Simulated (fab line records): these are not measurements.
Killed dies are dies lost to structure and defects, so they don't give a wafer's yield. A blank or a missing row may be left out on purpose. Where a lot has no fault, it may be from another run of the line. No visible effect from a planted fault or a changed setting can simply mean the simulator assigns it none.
The same fault as seen by 2 desks :: flow n5 finfet :: what lay behind the numbers comes last; until then each desk has only its own

METROLOGY DESK
What the gauges read for every lot (on any tool): the sampled wafers with a number, averaged. If a lot's mean is further than 4 standard deviations from the usual mean, the lot is out of limits and carries the mark OUT (the distance appears in the brackets). Shown are 7 of the 12 readings it has, namely the first that went out of limits plus those furthest out on some lot.
Columns: A = DIBL_N at N5_BEOL_M4_RC_MEAS_101, usual 36.4 mV/V; B = DIBL_P at N5_BEOL_M4_RC_MEAS_101, usual 36.4 mV/V; C = IOFF_N at N5_BEOL_M4_RC_MEAS_101, usual 0.16 nA/um; D = IOFF_P at N5_BEOL_M4_RC_MEAS_101, usual 0.21 nA/um; E = VT_N at N5_BEOL_M4_RC_MEAS_101, usual 249 mV; F = trench depth nm at N5_BEOL_M5_OCD_MEAS_38, usual 72.0 nm; G = M5_THK at N5_BEOL_M5_THK_MEAS_53, usual 62.7 nm
lot: L531
first seen here: day 8 12:06
A: 37.4
B: 35.5
C: 0.15
D: 0.18
E: 251
F: 71.9
G: 62.7

lot: L533
first seen here: day 8 13:37
A: 36.4
B: 37.9
C: 0.18
D: 0.25
E: 248
F: 71.7
G: 61.9

lot: L537
first seen here: day 9 22:27
A: 35.5
B: 34.5
C: 0.14
D: 0.21
E: 252
F: 71.1
G: 61.9

lot: L539
first seen here: day 9 23:12
A: 35.6
B: 35.7
C: 0.15
D: 0.19
E: 250
F: 72.5
G: 62.2

lot: L538
first seen here: day 10 00:14
A: 35.3
B: 36.3
C: 0.17
D: 0.21
E: 248
F: 73.3
G: 65.5

lot: L540
first seen here: day 10 02:14
A: 38.3
B: 39.3
C: 0.19
D: 0.24
E: 248
F: 70.3
G: 60.9

lot: L552
first seen here: day 13 05:23
A: 38.6
B: 39.0
C: 0.21
D: 0.26
E: 243
F: 10.6 (-44) OUT
G: -

lot: L550
first seen here: day 13 08:45
A: 37.9
B: 35.8
C: 0.19
D: 0.23
E: 248
F: 49.2 (-16) OUT
G: 65.0
This desk finds L550, L552 out of limits, L552 being first, at day 13 12:11 (trench depth nm at N5_BEOL_M5_OCD_MEAS_38). Within limits: L531, L533, L537, L539, L538, L540.

DESK OF THE TOOL OWNER: pvd sputter-03
The tool's own readings at N5_BEOL_M5_HM_DEP_02 (deposits TiN, target thk 20 nm): means of the sampled wafers that have a number, for each lot that ran on this tool. If a lot's mean is further than 4 standard deviations from the usual mean, the lot is out of limits and carries the mark OUT (the distance appears in the brackets).
Columns: A = throttle valve pct at N5_BEOL_M5_HM_DEP_02, usual 29.3 %
lot: L533
first seen here: day 8 15:34
A: 29.4

lot: L540
first seen here: day 10 05:53
A: 29.9

lot: L552
first seen here: day 13 08:11
A: 29.8

lot: L550
first seen here: day 13 11:56
A: 29.9
This desk's finding: nothing out of limits on any of the 4 lots.

ALL TOGETHER
The metrology desk could have raised an alarm at day 13 12:11, on L550, L552.
The tool owner's desk saw nothing out of limits.
Tool owner's desk: L550, L552 on record, inside its limits.
N5_BEOL_M5_HM_DEP_02 was run on pvd sputter-03 by each of the lots named.

WHAT THE SIMULATOR HAD INSERTED
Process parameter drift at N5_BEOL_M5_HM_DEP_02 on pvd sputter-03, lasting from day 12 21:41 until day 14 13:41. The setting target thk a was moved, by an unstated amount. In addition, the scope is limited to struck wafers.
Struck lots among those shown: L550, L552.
Per desk, hours elapsed from the start of the fault to the first reading out of limits: for the metrology desk, 14.
